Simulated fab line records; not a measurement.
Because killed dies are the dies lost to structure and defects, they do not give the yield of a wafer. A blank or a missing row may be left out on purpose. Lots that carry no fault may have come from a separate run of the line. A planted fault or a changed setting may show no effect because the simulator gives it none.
A lot that was struck, set against a sound lot :: flow nand-harc :: 40 out of 1302 route steps
Sound: these wafers, L556.2, L556.3, L556.5. Struck: wafer L566.2. Last of all comes the cause.
At each step with rows: each side's tool, then ch and its chambers, then its first start. Under that, the readings that differ: sound wafers :: struck wafers :: difference of the means :: sigmas: that difference in standard deviations of wafers without a fault.
alike: same words and numbers on both sides, and readings whose means sit less than 2 such deviations apart. not compared: any withheld reading, any reading some wafer has no value for, any bound like >300 that may hide the same value, and any number with overlapping values for which the record gives no deviation.
Wherever a step has rows on one side only, a row that says differs or no value, or a row with sigmas, the two part there. Non-overlapping numbers with no deviation appear without sigmas and do not part them. A reading missing from all wafers of one side parts the sides only when that side holds two or more wafers.

first, 5 steps without rows for these wafers: NHARC_A_STAIRCASE_PEB_07 (peb time 130 s); NHARC_A_STAIRCASE_DEVELOP_08 (time 140 s); NHARC_A_STAIRCASE_HARDBAKE_10 (time 140 s); NHARC_A_STAIRCASE_DESCUM_11 (chemistry O2, time 3 s); NHARC_A_STAIRCASE_TRIM_12 (chemistry O2, time 211.2 s).
NHARC_A_STAIRCASE_ETCH_13: etches the open film in C4F8/O2, target depth 100 nm, time 40.5 s.
  sound: rie-diel-12 ch 1,2,3; struck: rie-diel-07 ch 2
  alike: oes-product-au, rf-vpp-V
  not compared: rf-hours-counter-h
NHARC_A_STAIRCASE_TRIM_14: chemistry O2, time 211.2 s.
  sound: rie-diel-12 ch 0,1; struck: rie-diel-07 ch 1
  alike: drypump-motor-current-A, mfc-ar-sccm, oes-product-au, rf-vpp-V, showerhead-plenum-p-Torr, throttle-valve-pct
  not compared: rf-hours-counter-h
then, 2 steps without rows for these wafers: NHARC_A_STAIRCASE_ETCH_15 (etches the open film in C4F8/O2, target depth 100 nm, time 40.5 s); NHARC_A_STAIRCASE_TRIM_16 (chemistry O2, time 211.2 s).
NHARC_A_STAIRCASE_ETCH_17: etches the open film in C4F8/O2, target depth 100 nm, time 40.5 s.
  sound: rie-diel-12 ch 1,3; struck: rie-diel-07 ch 1
  alike: oes-product-au, rf-vpp-V
  not compared: rf-hours-counter-h
then, 1 step without rows for these wafers: NHARC_A_STAIRCASE_TRIM_18 (chemistry O2, time 211.2 s).
NHARC_A_STAIRCASE_ETCH_19: etches the open film in C4F8/O2, target depth 100 nm, time 40.5 s.
  sound on rie-diel-12 ch 0,3, day 19 03:52; struck on rie-diel-07 ch 2, day 23 11:04
  alike: oes-product-au, rf-vpp-V
  not compared: rf-hours-counter-h
then, 8 steps without rows for these wafers: NHARC_A_STAIRCASE_TRIM_20 (chemistry O2, time 211.2 s); NHARC_A_STAIRCASE_ETCH_21 (etches the open film in C4F8/O2, target depth 100 nm, time 40.5 s); NHARC_A_STAIRCASE_TRIM_22 (chemistry O2, time 211.2 s); NHARC_A_STAIRCASE_ETCH_23 (etches the open film in C4F8/O2, target depth 100 nm, time 40.5 s); NHARC_A_STAIRCASE_TRIM_24 (chemistry O2, time 211.2 s); NHARC_A_STAIRCASE_ETCH_25 (etches the open film in C4F8/O2, target depth 100 nm, time 40.5 s); NHARC_A_STAIRCASE_TRIM_26 (chemistry O2, time 211.2 s); NHARC_A_STAIRCASE_ETCH_27 (etches the open film in C4F8/O2, target depth 100 nm, time 40.5 s).
NHARC_A_STAIRCASE_STRIP_175: strips in O2.
  sound on plasma-asher-02 ch 0,1, day 19 05:17; struck on plasma-asher-02 ch 1, day 23 12:28
  alike: drypump-motor-current-A, heater-power-w
  not compared: rf-hours-counter-h
then, 15 steps without rows for these wafers: NHARC_A_STAIRCASE_STRIP_148 (strips in SPM, time 900 s); NHARC_A_STAIRCASE_PRECLEAN_149 (cleans in SC1); NHARC_A_STAIRCASE_SRD_150; NHARC_A_STAIRCASE_DEHYDRATE_176 (time 120 s); NHARC_A_STAIRCASE_HMDS_177 (time 30 s); NHARC_A_STAIRCASE_COAT_178; NHARC_A_STAIRCASE_SOFTBAKE_179 (time 170 s); NHARC_A_STAIRCASE_EBR_180; NHARC_A_STAIRCASE_EXPOSE_181 (exposes mask STAIR 2); NHARC_A_STAIRCASE_PEB_182 (peb time 130 s); NHARC_A_STAIRCASE_DEVELOP_183 (time 140 s); NHARC_A_STAIRCASE_HARDBAKE_185 (time 140 s); NHARC_A_STAIRCASE_DESCUM_186 (chemistry O2, time 3 s); NHARC_A_STAIRCASE_TRIM_187 (chemistry O2, time 211.2 s); NHARC_A_STAIRCASE_ETCH_188 (etches the open film in C4F8/O2, target depth 100 nm, time 40.5 s).
NHARC_A_STAIRCASE_TRIM_189: chemistry O2, time 211.2 s.
  sound: rie-diel-12 ch 0,1,2; struck: rie-diel-11 ch 0
  alike: drypump-motor-current-A, mfc-ar-sccm, oes-product-au, rf-vpp-V, showerhead-plenum-p-Torr, throttle-valve-pct
  not compared: rf-hours-counter-h
then, 1 step without rows for these wafers: NHARC_A_STAIRCASE_ETCH_190 (etches the open film in C4F8/O2, target depth 100 nm, time 40.5 s).
-- the record jumps here: 4 days lie between the struck wafers' starts before and after (it left off in module A_STAIRCASE and takes up again in module A_SGD_CUT, whose first step shown is number 890 of the route) --
NHARC_A_SGD_CUT_DEP_00: deposits SiNx, target thk 50 nm.
  sound on pecvd-04 ch 0,1,2, day 22 16:33; struck on pecvd-04 ch 1, day 27 04:40
reading: hold
sound: - - -
struck: await-dispo/3.6h/release
difference: no value on the sound wafers
sigmas: 
  alike: heater-power-w
-- record jumps: 6 days between struck wafers' starts before vs after; left off in module A_SGD_CUT, resumes in module END, first step shown is number 1302 of the route --
NHARC_END_SORT_01:
  the record has rows for the struck wafers here (prober-01 ch 0, day 33 02:08) and none for the sound ones

WHERE THEY PART
Earliest at NHARC_A_SGD_CUT_DEP_00; latest, in this record, at NHARC_END_SORT_01.

WHY: the cause the simulator had injected
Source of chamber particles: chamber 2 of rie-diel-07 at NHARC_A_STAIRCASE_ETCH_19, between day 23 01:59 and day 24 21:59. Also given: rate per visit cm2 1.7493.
